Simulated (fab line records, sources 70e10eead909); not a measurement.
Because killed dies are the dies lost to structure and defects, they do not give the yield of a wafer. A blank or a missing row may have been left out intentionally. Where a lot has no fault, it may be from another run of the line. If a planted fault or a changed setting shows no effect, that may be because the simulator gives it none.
fab line records	flow nandHarc
[record] lots = 12	wafers = 33	lastDay = 34
route steps=1302 shown THIN_TSV@1262 END@1302
lots with no fault: from the same line, run without faults
startH: hours from the record's opening day to when the first of the lot's shown wafers began	waitH: how many hours have passed since the lot's step before this one	" unchanged from the row above	L1.1+2: a single row standing in for several wafers	- no value, or no start was given	* or withheld: withheld	< > ~ a bound
route shown NAME@n: a module of which the file shows steps, and the number in the route of the first	usual: average and standard deviation across the fault-free wafers	same: alike in all rows	chamber/n: place in a boat	sites: each site's reading	_std_site: the standard deviation of these	_edge_site: outer sites' mean less inner sites'	radiusMm: for every site, how far away it sits from the centre of the wafer	mask NAME#n: copy n	behind: the tool/chamber that last shaped the wafer	hold: reason for holding the lot/hours on hold/outcome of the hold	device: which transistor (n, p or np) failed to switch	end of line: at the end of the route, the tests of the same wafers	a step with no rows: only its recipe	killed: dies lost to structure and defects at the first sort, not the wafer's yield	map: shows each die of a wafer: x if killed, . if not, _ if none is there
set.NAME: the setting the step ran with; set.NAME@STEP: the setting that earlier step ran with	model.NAME: the simulator's own value behind a step, which no gauge read
the route's steps for a sample of lots (tables are steps, rows are wafers)
services: when a tool's chamber went out of use (startH, in hours from the record's first day, below 0 if earlier), for how many hours, and the reason
[[steps]]
[step NHARC_THIN_TSV_ETCH_44]
[recipe] targetDepthA = 15942	timeS = 797.1	cf4FlowSccm = 150	o2FlowSccm = 10	arFlowSccm = 0	rfW = 300	biasW = 800	chemistry = CF4/O2
[usual] drypumpMotorCurrentA = 5.7/0.43	oesProductAu = 0.999/0.0091	rfVppV = 795/5.1	showerheadPlenumPTorr = 1.84/0.08	throttleValvePct = 16.914/0.0085
lot.wafer	tool	chamber	startH	waitH	drypumpMotorCurrentA	oesProductAu	rfHoursCounterH	rfVppV	showerheadPlenumPTorr	throttleValvePct
L610.2	rieDiel-03	1	560.52	0.1	6.2	0.996	4.8	791	1.78	16.910
L610.1	"	2	"	"	6.0	1.004	4.2	799	1.88	16.925
L610.5	"	1	"	"	6.2	1.004	-	792	1.78	16.923
L609.3	rieDiel-06	1	561.55	0.1	5.1	1.010	2.9	803	1.95	16.906
L609.2	"	3	"	"	5.8	1.010	2.3	785	1.72	16.913
L609.5	"	1	"	"	5.1	1.010	-	803	1.95	16.906
L608.4	rieDiel-03	2	565.11	0.6	6.0	1.004	4.6	797	1.88	16.913
L608.3	"	3	"	"	5.4	0.994	4.8	790	1.76	16.919
L608.5	"	2	"	"	6.0	1.003	-	797	1.88	16.909
L611.2	rieDiel-06	0	566.06	0.1	5.8	0.984	3.6	795	1.87	16.924
L611.4	"	2	"	"	5.2	1.009	3.6	803	1.96	16.918
L611.6	"	0	"	"	5.8	0.984	-	797	1.87	16.907
L612.1	rieDiel-03	2	569.13	0.1	6.0	1.015	5.1	797	1.88	16.914
L614.1	rieDiel-06	1	584.48	0.1	5.1	1.013	4.5	801	1.95	16.913
L614.6	"	1	"	"	5.1	1.008	-	802	1.95	16.924
L618.1	rieDiel-03	0	630.49	0.2	5.9	1.001	10.9	795	1.84	16.915
L618.3	"	2	"	"	6.0	1.006	10.1	796	1.88	16.916
L618.5	"	2	"	"	6.1	1.006	-	797	1.88	16.928
L621.1	rieDiel-03	2	686.98	0.2	6.1	0.995	2.6	799	1.87	16.916
L621.4	"	3	"	"	5.4	0.984	3.3	789	1.76	16.925
L621.6	"	1	"	"	6.2	1.016	-	790	1.78	16.916
L625.2	rieDiel-03	3	705.81	0.1	5.4	1.007	4.8	791	1.76	16.921
L625.3	"	0	"	"	5.9	0.997	5.3	794	1.83	16.912
L625.1	"	1	"	"	6.2	1.014	4.9	790	1.78	16.907
L624.1	rieDiel-06	1	713.56	0.1	5.1	1.007	1.1	802	1.95	16.921
L624.3	"	2	"	"	5.2	0.993	1.3	802	1.96	16.921
L624.6	"	1	"	"	5.1	1.001	-	802	1.95	16.913
L627.2	rieDiel-06	0	726.15	0.2	5.8	1.001	1.6	796	1.86	16.905
L627.4	"	1	"	"	5.1	1.004	1.8	802	1.95	16.912
L627.5	"	2	"	"	5.2	1.000	-	803	1.96	16.917
L629.4	rieDiel-03	2	788.22	0.1	6.0	1.010	8.5	796	1.87	16.905
L629.3	"	3	"	"	5.4	0.987	9.1	791	1.76	16.911
L629.6	"	2	"	"	6.0	1.008	-	797	1.87	16.905
[step NHARC_THIN_TSV_PVD_51]
[recipe] targetThkA = 1000	chamberPressurePa = 5	material = Cu
[usual] throttleValvePct = 29.2/1
lot.wafer	tool	chamber	startH	waitH	throttleValvePct
L610.2	pvdSputter-03	-	563.29	-	28.4
L610.1	"	-	"	"	28.7
L610.5	"	-	"	"	28.9
L609.2	pvdSputter-03	-	564.34	-	29.1
L609.3	"	-	"	"	27.9
L609.5	"	-	"	"	28.9
L608.4	pvdSputter-03	-	567.94	-	28.3
L608.3	"	-	"	"	27.9
L608.5	"	-	"	"	28.4
L611.2	pvdSputter-03	-	568.82	-	28.4
L611.4	"	-	"	"	28.0
L611.6	"	-	"	"	29.0
L612.1	pvdSputter-03	-	571.99	-	28.3
L614.1	pvdSputter-03	-	587.22	-	28.1
L614.6	"	-	"	"	28.1
L618.3	pvdSputter-02	-	633.34	-	29.8
L618.1	"	-	"	"	28.3
L618.5	"	-	"	"	29.2
L621.1	pvdSputter-01	-	689.90	-	29.9
L621.4	"	-	"	"	29.5
L621.6	"	-	"	"	31.3
L625.1	pvdSputter-01	-	708.55	-	29.6
L625.3	"	-	"	"	29.8
L625.2	"	-	"	"	30.6
L624.1	pvdSputter-01	-	716.38	-	30.0
L624.3	"	-	"	"	31.2
L624.6	"	-	"	"	28.8
L627.2	pvdSputter-02	-	728.85	-	29.1
L627.4	"	-	"	"	29.9
L627.5	"	-	"	"	32.0
L629.3	pvdSputter-01	-	791.06	-	29.0
L629.4	"	-	"	"	30.5
L629.6	"	-	"	"	29.0
[step NHARC_THIN_TSV_CMP_21]
[recipe] tOverpolishS = 30	targetThkNm = 2000
[usual] motorCurrentA = 11.8/0.8	overpolishRunS = 30.000/0.0086
[same] tOverpolishS = 30
lot.wafer	tool	chamber	startH	waitH	motorCurrentA	overpolishRunS
L610.1	cmp-04	2	564.64	-	11.3	29.991
L610.2	"	1	"	"	11.4	29.984
L610.5	"	3	"	"	12.3	29.975
L609.3	cmp-04	2	565.61	-	11.5	29.997
L609.2	"	0	"	"	12.3	30.011
L609.5	"	1	"	"	11.0	30.007
L608.4	cmp-01	0	569.19	-	13.7	30.002
L608.3	"	3	"	"	10.3	30.002
L608.5	"	0	"	"	13.8	29.999
L611.4	cmp-02	1	570.05	-	12.1	29.996
L611.2	"	0	"	"	12.1	30.006
L611.6	"	2	"	"	10.2	30.004
L612.1	cmp-02	2	573.30	-	10.4	30.014
L614.1	cmp-04	3	588.58	-	12.4	29.993
L614.6	"	1	"	"	10.6	29.993
L618.3	cmp-04	1	634.76	-	10.9	29.999
L618.1	"	3	"	"	12.6	29.992
L618.5	"	1	"	"	11.6	30.000
L621.4	cmp-04	0	691.31	-	12.2	29.990
L621.1	"	1	"	"	11.2	29.990
L621.6	"	3	"	"	12.7	30.004
L625.1	cmp-02	1	709.83	-	12.6	29.990
L625.2	"	2	"	"	10.8	29.998
L625.3	"	0	"	"	11.5	29.999
L624.1	cmp-02	2	717.91	-	10.3	30.009
L624.3	"	3	"	"	12.9	30.006
L624.6	"	1	"	"	12.6	30.004
L627.4	cmp-04	3	730.11	-	11.9	30.006
L627.2	"	1	"	"	10.8	29.990
L627.5	"	3	"	"	11.6	29.981
L629.4	cmp-02	0	792.35	-	11.7	30.006
L629.3	"	3	"	"	12.5	30.003
L629.6	"	0	"	"	11.6	29.995
[step NHARC_THIN_TSV_DESCUM_35]
[recipe] timeS = 3	o2FlowSccm = 200	arFlowSccm = 0	biasPowerW = 0	chemistry = O2
[usual] drypumpMotorCurrentA = 5.7/0.48	oesProductAu = 0.999/0.01	rfVppV = 57.9/0.9	showerheadPlenumPTorr = 1.93/0.093	throttleValvePct = 11.311/0.0088
lot.wafer	tool	chamber	startH	waitH	drypumpMotorCurrentA	oesProductAu	rfHoursCounterH	rfVppV	showerheadPlenumPTorr	throttleValvePct
L610.1	rieDiel-03	2	566.42	-	6.0	0.995	4.9	58.5	1.96	11.304
L610.2	"	3	"	"	5.4	0.990	5.2	58.4	1.83	11.331
L610.5	"	0	"	"	6.0	0.997	-	58.5	1.92	11.312
L609.2	rieDiel-03	1	567.33	-	6.2	1.006	5.5	58.2	1.86	11.317
L609.3	"	0	"	"	5.9	1.007	5.5	57.3	1.92	11.304
L609.5	"	2	"	"	6.0	1.003	-	57.3	1.96	11.298
L608.3	rieDiel-06	0	570.95	-	5.8	0.982	4.0	58.1	1.95	11.301
L608.4	"	2	"	"	5.2	1.006	3.8	58.1	2.06	11.309
L608.5	"	1	"	"	5.1	1.002	-	58.5	2.05	11.294
L611.4	rieDiel-06	1	571.69	-	5.1	1.000	4.0	58.5	2.05	11.303
L611.2	"	3	"	"	5.8	0.994	3.2	57.5	1.78	11.312
L611.6	"	2	"	"	5.2	0.999	-	57.3	2.06	11.300
L612.1	rieDiel-06	3	574.91	-	5.8	1.013	3.2	56.6	1.78	11.317
L614.1	rieDiel-06	2	590.16	-	5.2	1.006	4.6	58.4	2.06	11.306
L614.6	"	0	"	"	5.8	0.977	-	57.3	1.95	11.309
L618.1	rieDiel-06	3	636.49	-	5.8	1.001	6.1	56.0	1.78	11.316
L618.3	"	1	"	"	5.1	1.004	6.5	58.3	2.05	11.320
L618.5	"	0	"	"	5.8	0.978	-	56.8	1.95	11.300
L621.1	rieDiel-06	2	692.92	-	5.2	0.988	0.8	59.4	2.06	11.305
L621.4	"	1	"	"	5.1	1.000	0.7	56.5	2.05	11.332
L621.6	"	2	"	"	5.2	0.997	-	58.8	2.06	11.294
L625.3	rieDiel-06	2	711.47	-	5.2	0.997	1.1	58.1	2.06	11.292
L625.1	"	0	"	"	5.7	0.997	1.0	59.6	1.95	11.320
L625.2	"	1	"	"	5.1	1.012	1.0	56.5	2.05	11.307
L624.3	rieDiel-03	1	719.51	-	6.2	1.012	6.0	58.7	1.85	11.306
L624.1	"	3	"	"	5.4	1.003	6.0	57.4	1.83	11.312
L624.6	"	1	"	"	6.2	1.010	-	56.4	1.85	11.325
L627.2	rieDiel-07	0	731.86	-	6.3	1.001	3.7	58.4	1.85	11.298
L627.4	"	0	"	"	6.3	1.000	-	58.4	1.85	11.320
L627.5	"	1	"	"	4.9	0.984	-	58.8	2.02	11.303
L629.4	rieDiel-06	1	794.09	-	5.1	1.007	3.8	58.1	2.04	11.305
L629.3	"	3	"	"	5.8	1.006	5.3	56.7	1.78	11.316
L629.6	"	1	"	"	5.1	1.007	-	57.1	2.04	11.326
[step NHARC_END_SORT_01]
[recipe] tempC = 25
[usual] defectLimitedYield = 93.3/1.5	killedAtArray = 41/10	killedAtOther = 0.8/0.91	killedAtPeriphery = 4.2/2.9	killedDies = 46/10	killedOpen = 3.5/2.1	killedShort = 2.5/1.6	sort_bin_2_pct = 2.4/0.71	sort_bin_3_pct = 0.6/0.33	sort_bin_4_pct = 3.8/0.93	sortNPass = 631/10	sortRimYieldPct = 86/4.5	sortYieldPct = 93.3/1.5
[same] grossDies = 677	sort_bin_5_pct[%] = 0	sort_bin_6_pct[%] = 0	sort_bin_7_pct[%] = 0	sort_bin_8_pct[%] = 0	sortRimNGross = 106.00
lot.wafer	tool	chamber	startH	waitH	defectLimitedYield[%]	killedAtArray	killedAtOther	killedAtPeriphery	killedDies	killedOpen	killedShort	sort_bin_2_pct[%]	sort_bin_3_pct[%]	sort_bin_4_pct[%]	sortNPass	sortRimYieldPct[%]	sortYieldPct[%]
L611.2	prober-02	0	578.68	2.8	91.7	52	1	3	56	4	6	3.4	0.6	4.3	621	83	91.7
L611.4	prober-02	0	580.25	3.4	92.2	52	1	0	53	4	3	2.8	0.6	4.4	624	83	92.2
L611.6	prober-02	0	581.83	3.9	91.0	58	1	2	61	6	3	2.4	1.0	5.6	616	83	91.0
L609.2	prober-01	0	578.68	2.8	93.2	43	0	3	46	3	1	1.9	0.7	4.1	631	88	93.2
L609.3	prober-01	0	579.49	3.1	93.5	42	1	1	44	2	2	1.9	0.4	4.1	633	89	93.5
L609.5	prober-01	0	581.11	3.7	92.9	42	2	4	48	0	4	2.8	0.3	4.0	629	86	92.9
L610.1	prober-02	0	585.64	2.5	92.0	48	1	5	54	8	0	1.8	0.9	5.3	623	85	92.0
L610.2	prober-02	0	586.43	2.8	94.1	37	0	3	40	4	2	1.8	0.1	4.0	637	80	94.1
L610.5	prober-02	0	588.79	3.7	92.3	47	1	4	52	5	2	3.0	0.6	4.1	625	82	92.3
L608.3	prober-01	0	587.34	3.1	91.6	51	2	4	57	3	2	3.4	1.0	4.0	620	82	91.6
L608.4	prober-01	0	588.15	3.4	94.1	35	1	4	40	4	6	2.1	0.7	3.1	637	89	94.1
L608.5	prober-01	0	588.96	3.7	93.5	39	0	5	44	3	2	3.2	0.4	2.8	633	86	93.5
L614.1	prober-01	0	600.52	2.5	0	28	648	1	677	3	1	96.9	0.1	3.0	0	0	0
L614.6	prober-01	0	604.52	4.0	0	31	645	1	677	5	1	97.6	0.3	2.1	0	0	0
L618.1	prober-02	0	648.99	2.5	95.4	22	2	7	31	3	4	1.6	0.6	2.4	646	89	95.4
L618.3	prober-02	0	650.60	3.1	95.0	24	1	9	34	3	5	1.3	0.3	3.4	643	87	95.0
L618.5	prober-02	0	652.21	3.7	95.3	20	0	12	32	4	2	1.8	0.1	2.8	645	90	95.3
L621.1	prober-01	0	700.50	2.5	92.5	47	0	4	51	4	4	3.0	0.7	3.8	626	92	92.5
L621.4	prober-01	0	702.90	3.4	92.6	48	1	1	50	1	4	2.7	0.7	4.0	627	86	92.6
L621.6	prober-01	0	704.50	4.0	93.2	41	0	5	46	0	5	2.1	1.0	3.7	631	86	93.2
L625.1	prober-01	0	720.53	2.6	93.5	34	2	8	44	3	2	1.6	0.6	4.3	633	92	93.5
L625.2	prober-01	0	721.32	2.8	93.4	37	1	7	45	3	1	2.4	0.3	4.0	632	93	93.4
L625.3	prober-01	0	722.12	3.1	94.2	31	2	6	39	1	2	2.4	0.4	3.0	638	89	94.2
L624.1	prober-02	0	728.40	2.5	89.5	70	0	1	71	2	2	3.8	0.9	5.8	606	77	89.5
L624.3	prober-02	0	730.04	3.2	90.7	62	1	0	63	2	3	3.5	0.9	4.9	614	75	90.7
L624.6	prober-02	0	732.49	4.1	92.5	47	0	4	51	2	2	3.5	0.9	3.1	626	81	92.5
L627.2	prober-01	0	740.38	2.8	92.8	49	0	0	49	4	0	3.4	0.3	3.5	628	82	92.8
L627.4	prober-01	0	741.98	3.4	93.4	42	2	1	45	5	3	3.0	0.6	3.1	632	88	93.4
L627.5	prober-01	0	742.78	3.7	91.3	55	1	3	59	3	3	3.7	1.2	3.8	618	80	91.3
L629.3	prober-01	0	804.68	3.1	93.4	37	1	7	45	2	1	2.5	0.4	3.7	632	91	93.4
L629.4	prober-01	0	805.47	3.4	92.8	38	2	9	49	2	3	2.7	0.4	4.1	628	90	92.8
L629.6	prober-01	0	807.06	4.0	92.5	40	1	10	51	2	2	2.8	0.4	4.3	626	86	92.5
// killed by level:class
L611.2 A_CHANNEL_HOLE_D1:chamberFilmFlake=17 A_SLIT:chamberFilmFlake=11 A_STAIRCASE:chamberFilmFlake=4 A_CONTACT:chamberFilmFlake=3 P_M0:geometricParticle:open=2 A_CHANNEL_FILL_D1:geometricParticle:short=2 A_DECK1_JOINT:chamberFilmFlake=2 A_CHANNEL_HOLE_D2:chamberFilmFlake=2
L609.2 A_CHANNEL_HOLE_D2:chamberFilmFlake=20 A_CONTACT:chamberFilmFlake=6 A_M1:geometricParticle:open=3 A_CHANNEL_HOLE_D1:chamberFilmFlake=3 A_DECK1_JOINT:chamberFilmFlake=3 A_ZERO_WELL:chamberFilmFlake=2 A_STAIRCASE:chamberFilmFlake=2 A_BONDPAD:chamberFilmFlake=2
L609.3 A_CHANNEL_HOLE_D2:chamberFilmFlake=22 A_ZERO_WELL:chamberFilmFlake=3 A_CHANNEL_HOLE_D1:chamberFilmFlake=3 A_CHANNEL_FILL_D2:chamberFilmFlake=3 A_BONDPAD:chamberFilmFlake=3 A_M1:chamberFilmFlake=2 A_ONON_D2:geometricParticle:open=1 A_CHANNEL_FILL_D2:geometricParticle:short=1
L611.4 A_CHANNEL_HOLE_D1:chamberFilmFlake=17 A_SLIT:chamberFilmFlake=12 A_CHANNEL_HOLE_D2:chamberFilmFlake=4 A_STAIRCASE:chamberFilmFlake=4 A_CONTACT:unspecified=3 A_DECK1_JOINT:geometricParticle:short=2 A_ZERO_WELL:chamberFilmFlake=2 A_CHANNEL_FILL_D1:geometricParticle:open=1
L609.5 A_CHANNEL_HOLE_D2:chamberFilmFlake=22 A_CONTACT:chamberFilmFlake=7 A_ZERO_WELL:chamberFilmFlake=4 A_STAIRCASE:chamberFilmFlake=3 P_ZERO_WELL:chamberFilmFlake=2 A_SOURCE_PLATE:geometricParticle:short=1 A_CHANNEL_FILL_D1:geometricParticle:short=1 A_WL_FILL:geometricParticle:short=1
L611.6 A_CHANNEL_HOLE_D1:chamberFilmFlake=19 A_SLIT:chamberFilmFlake=13 A_CHANNEL_HOLE_D2:chamberFilmFlake=8 A_STAIRCASE:chamberFilmFlake=5 A_CONTACT:unspecified=4 A_CONTACT:chamberFilmFlake=2 P_M0:geometricParticle:open=1 P_M0:geometricParticle:short=1
L610.1 A_CHANNEL_HOLE_D1:chamberFilmFlake=23 A_SLIT:chamberFilmFlake=11 A_CONTACT:chamberFilmFlake=5 P_CONTACT:geometricParticle:open=4 A_STAIRCASE:chamberFilmFlake=3 A_CHANNEL_HOLE_D2:chamberFilmFlake=2 A_ONON_D1:geometricParticle:open=1 A_ONON_D2:geometricParticle:open=1
L610.2 A_CHANNEL_HOLE_D1:chamberFilmFlake=16 A_SLIT:chamberFilmFlake=8 A_CHANNEL_HOLE_D2:chamberFilmFlake=3 A_STAIRCASE:chamberFilmFlake=3 A_ZERO_WELL:chamberFilmFlake=2 P_STI:geometricParticle:open=1 P_GATE:geometricParticle:open=1 P_M0:geometricParticle:open=1
L608.3 A_CHANNEL_HOLE_D2:chamberFilmFlake=18 A_CHANNEL_HOLE_D1:chamberFilmFlake=13 A_STAIRCASE:chamberFilmFlake=8 A_CONTACT:chamberFilmFlake=5 A_BLC:geometricParticle:open=2 P_GATE:chamberFilmFlake=2 THIN_TSV:chamberFilmFlake=2 A_CHANNEL_HOLE_D1:geometricParticle:short=1
L608.4 A_CHANNEL_HOLE_D2:chamberFilmFlake=11 A_CHANNEL_HOLE_D1:chamberFilmFlake=6 A_STAIRCASE:chamberFilmFlake=5 A_CONTACT:chamberFilmFlake=3 A_ONON_D1:geometricParticle:open=2 A_ONON_D1:geometricParticle:short=2 A_WL_FILL:chamberFilmFlake=2 P_GATE:geometricParticle:open=1
L610.5 A_CHANNEL_HOLE_D1:chamberFilmFlake=23 A_SLIT:chamberFilmFlake=11 A_CHANNEL_HOLE_D2:chamberFilmFlake=3 A_STAIRCASE:chamberFilmFlake=3 P_M0:geometricParticle:open=2 A_M1:chamberFilmFlake=2 P_M2:geometricParticle:short=1 A_ONON_D1:geometricParticle:open=1
L608.5 A_CHANNEL_HOLE_D1:chamberFilmFlake=16 A_CHANNEL_HOLE_D2:chamberFilmFlake=9 A_STAIRCASE:chamberFilmFlake=6 A_CONTACT:chamberFilmFlake=4 A_WL_FILL:geometricParticle:open=2 P_CONTACT:geometricParticle:open=1 P_M0:geometricParticle:short=1 A_CHANNEL_FILL_D2:geometricParticle:short=1
L614.1 THIN_TSV:areaPvd=647 A_CONTACT:chamberFilmFlake=8 A_CHANNEL_HOLE_D2:chamberFilmFlake=7 A_ZERO_WELL:chamberFilmFlake=2 A_CHANNEL_HOLE_D1:chamberFilmFlake=2 A_BONDPAD:chamberFilmFlake=2 A_ONON_D1:geometricParticle:open=1 A_CHANNEL_FILL_D2:geometricParticle:open=1
L614.6 THIN_TSV:areaPvd=645 A_CONTACT:chamberFilmFlake=6 A_STAIRCASE:chamberFilmFlake=5 A_CHANNEL_HOLE_D1:chamberFilmFlake=4 A_CHANNEL_HOLE_D2:chamberFilmFlake=4 A_BONDPAD:chamberFilmFlake=4 A_WL_FILL:geometricParticle:open=2 A_SGD_CUT:chamberFilmFlake=2
L618.1 A_CHANNEL_HOLE_D2:chamberFilmFlake=7 P_M0:chamberFilmFlake=4 A_CHANNEL_HOLE_D1:chamberFilmFlake=4 A_CHANNEL_FILL_D1:geometricParticle:short=2 A_SLIT:chamberFilmFlake=2 P_M1:geometricParticle:short=1 A_CHANNEL_FILL_D1:geometricParticle:open=1 A_CHANNEL_HOLE_D2:geometricParticle:open=1
L618.3 A_CHANNEL_HOLE_D2:chamberFilmFlake=8 A_CONTACT:chamberFilmFlake=4 P_BONDPAD:chamberFilmFlake=3 A_CHANNEL_HOLE_D1:chamberFilmFlake=3 A_M0:geometricParticle:short=2 P_GATE:chamberFilmFlake=2 P_M0:chamberFilmFlake=2 P_M0:geometricParticle:open=1
L618.5 A_CHANNEL_HOLE_D2:chamberFilmFlake=12 P_M0:chamberFilmFlake=5 P_BONDPAD:chamberFilmFlake=4 P_STI:geometricParticle:open=1 P_CONTACT:geometricParticle:open=1 A_SOURCE_PLATE:geometricParticle:short=1 A_ONON_D1:geometricParticle:short=1 A_DECK1_JOINT:geometricParticle:open=1
L621.1 A_CHANNEL_HOLE_D1:chamberFilmFlake=21 A_SLIT:chamberFilmFlake=5 A_CONTACT:chamberFilmFlake=5 A_CHANNEL_HOLE_D2:chamberFilmFlake=3 A_STAIRCASE:chamberFilmFlake=3 A_CHANNEL_FILL_D1:geometricParticle:short=2 A_CHANNEL_FILL_D1:chamberFilmFlake=2 A_WL_FILL:chamberFilmFlake=2
L621.4 A_CHANNEL_HOLE_D1:chamberFilmFlake=21 A_SLIT:chamberFilmFlake=10 A_STAIRCASE:chamberFilmFlake=4 A_CHANNEL_HOLE_D2:chamberFilmFlake=3 A_CONTACT:chamberFilmFlake=3 A_WL_FILL:geometricParticle:short=2 A_M0:chamberFilmFlake=2 A_ONON_D1:geometricParticle:short=1
L621.6 A_CHANNEL_HOLE_D1:chamberFilmFlake=22 A_SLIT:chamberFilmFlake=7 A_CHANNEL_FILL_D1:geometricParticle:short=3 P_GATE:chamberFilmFlake=3 A_STAIRCASE:chamberFilmFlake=2 A_CONTACT:chamberFilmFlake=2 P_M0:geometricParticle:short=1 A_ONON_D1:geometricParticle:short=1
L625.1 A_SLIT:chamberFilmFlake=14 P_M1:chamberFilmFlake=5 A_CHANNEL_HOLE_D1:chamberFilmFlake=3 A_STAIRCASE:chamberFilmFlake=3 A_BONDPAD:chamberFilmFlake=3 A_CHANNEL_HOLE_D1:geometricParticle:short=2 A_WL_FILL:geometricParticle:open=2 A_CHANNEL_HOLE_D2:chamberFilmFlake=2
L625.2 A_SLIT:chamberFilmFlake=11 A_CHANNEL_HOLE_D1:chamberFilmFlake=7 A_CONTACT:chamberFilmFlake=7 A_STAIRCASE:chamberFilmFlake=5 P_M1:chamberFilmFlake=4 A_CONTACT:geometricParticle:open=2 P_GATE:chamberFilmFlake=2 A_M0:chamberFilmFlake=2
L625.3 A_SLIT:chamberFilmFlake=9 A_STAIRCASE:chamberFilmFlake=6 A_CHANNEL_HOLE_D1:chamberFilmFlake=5 A_CONTACT:chamberFilmFlake=3 P_GATE:chamberFilmFlake=3 A_CHANNEL_HOLE_D2:chamberFilmFlake=2 A_M0:chamberFilmFlake=2 THIN_TSV:chamberFilmFlake=2
L624.1 A_CHANNEL_HOLE_D1:chamberFilmFlake=19 A_SLIT:chamberFilmFlake=14 A_CONTACT:chamberFilmFlake=12 A_CHANNEL_HOLE_D2:chamberFilmFlake=11 A_STAIRCASE:chamberFilmFlake=6 A_M0:geometricParticle:open=2 A_CHANNEL_FILL_D1:chamberFilmFlake=2 A_ONON_D1:geometricParticle:short=1
L624.3 A_SLIT:chamberFilmFlake=16 A_CHANNEL_HOLE_D1:chamberFilmFlake=13 A_CONTACT:chamberFilmFlake=10 A_CHANNEL_HOLE_D2:chamberFilmFlake=9 A_CHANNEL_FILL_D1:chamberFilmFlake=3 A_BONDPAD:chamberFilmFlake=3 A_ONON_D2:geometricParticle:short=1 A_CHANNEL_HOLE_D2:geometricParticle:short=1
L624.6 A_CHANNEL_HOLE_D1:chamberFilmFlake=19 A_SLIT:chamberFilmFlake=13 A_CONTACT:chamberFilmFlake=4 A_CHANNEL_HOLE_D2:chamberFilmFlake=3 A_STAIRCASE:chamberFilmFlake=3 A_ONON_D1:geometricParticle:short=2 P_GATE:chamberFilmFlake=2 P_CONTACT:geometricParticle:open=1
L627.2 A_CHANNEL_HOLE_D2:chamberFilmFlake=15 A_SLIT:chamberFilmFlake=12 A_CONTACT:chamberFilmFlake=6 A_STAIRCASE:chamberFilmFlake=4 A_CHANNEL_HOLE_D1:chamberFilmFlake=3 A_CHANNEL_FILL_D2:chamberFilmFlake=2 A_M1:chamberFilmFlake=2 A_WL_FILL:geometricParticle:open=1
L627.4 A_SLIT:chamberFilmFlake=13 A_CHANNEL_HOLE_D2:chamberFilmFlake=6 A_CHANNEL_HOLE_D1:chamberFilmFlake=5 A_STAIRCASE:chamberFilmFlake=5 A_ONON_D1:geometricParticle:short=2 A_WL_FILL:chamberFilmFlake=2 A_CONTACT:chamberFilmFlake=2 THIN_TSV:chamberFilmFlake=2
L627.5 A_CHANNEL_HOLE_D2:chamberFilmFlake=18 A_SLIT:chamberFilmFlake=14 A_CHANNEL_HOLE_D1:chamberFilmFlake=5 A_M1:chamberFilmFlake=5 A_STAIRCASE:chamberFilmFlake=4 A_CHANNEL_FILL_D2:chamberFilmFlake=3 A_WL_FILL:chamberFilmFlake=2 P_STI:geometricParticle:short=1
L629.3 A_SLIT:chamberFilmFlake=15 A_CONTACT:chamberFilmFlake=11 A_CHANNEL_HOLE_D1:chamberFilmFlake=5 P_CONTACT:chamberFilmFlake=4 P_ZERO_WELL:chamberFilmFlake=2 A_WL_FILL:chamberFilmFlake=2 P_CONTACT:geometricParticle:open=1 A_ONON_D1:geometricParticle:open=1
L629.4 A_SLIT:chamberFilmFlake=13 A_CONTACT:chamberFilmFlake=10 A_CHANNEL_HOLE_D1:chamberFilmFlake=6 P_CONTACT:chamberFilmFlake=5 P_ZERO_WELL:chamberFilmFlake=3 A_WL_FILL:chamberFilmFlake=3 THIN_TSV:chamberFilmFlake=2 P_M0:geometricParticle:open=1
L629.6 A_SLIT:chamberFilmFlake=14 A_CONTACT:chamberFilmFlake=12 P_CONTACT:chamberFilmFlake=6 A_STAIRCASE:chamberFilmFlake=3 A_CHANNEL_HOLE_D1:chamberFilmFlake=2 A_WL_FILL:chamberFilmFlake=2 A_M1:chamberFilmFlake=2 P_M0:geometricParticle:short=1
[[services]]
tool	chamber	startH	hours	kind
cmp-04	-	540.65	1.2	repair
pvdSputter-03	-	561.61	0.8	repair
rieDiel-03	1	571.06	13.7	repair
cmp-04	-	580.37	0.8	repair
rieDiel-03	1	596.35	9.1	repair
cmp-04	-	599.10	0.6	repair
cmp-04	-	601.00	4.0	pm
pvdSputter-03	-	613.25	3.9	repair
rieDiel-03	1	625.97	15.1	repair
rieDiel-03	-	635.36	9.0	pm
rieDiel-06	-	639.15	0.5	repair
pvdSputter-03	-	646.89	3.6	repair
rieDiel-06	-	661.20	9.0	pm
cmp-04	-	663.16	0.9	repair
cmp-04	-	671.26	0.9	repair
rieDiel-06	3	672.30	4.1	repair
cmp-04	-	676.05	3.4	repair
rieDiel-03	2	676.14	6.2	repair
rieDiel-03	1	676.53	2.2	repair
rieDiel-06	3	695.15	4.3	repair
cmp-04	-	699.00	4.0	pm
rieDiel-03	2	713.09	6.3	repair
cmp-04	-	741.79	0.7	repair
rieDiel-06	1	770.60	19.2	repair
[[key]]
[firstSign] step = NHARC_END_SORT_01	reading = killedAtOther	direction = up	sigmas = 99+	usual = 0.8	struck = 646.5
[effect] step = NHARC_END_SORT_01	reading = sort_bin_2_pct	direction = up	sigmas = 99+	usual = 2.4	struck = 97.3
[moreKillsBornAt] NHARC_THIN_TSV_PVD_51@pvdSputter-03 = 1292
metAt NHARC_THIN_TSV_PVD_51
struckLots L614
struckWafers L614.1,L614.6
laterRowsLeftOut L614.1,L614.6
notActingAt NHARC_THIN_TSV_ETCH_44,NHARC_THIN_TSV_CMP_21,NHARC_THIN_TSV_DESCUM_35
onsetBetween 568.82 587.22
[fault] kind = processParameterDrift	tool = pvdSputter-03	chamber = -	onsetH = 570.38	steps = NHARC_THIN_TSV_PVD_51	channel = targetThkA	offset = *	shape = step	actsIn = *	stated = *	scope = struckWafersOnly
// laterRowsLeftOut: the simulator's readings of these wafers behind a module that went badly wrong aren't trusted and aren't shown, but for the sort
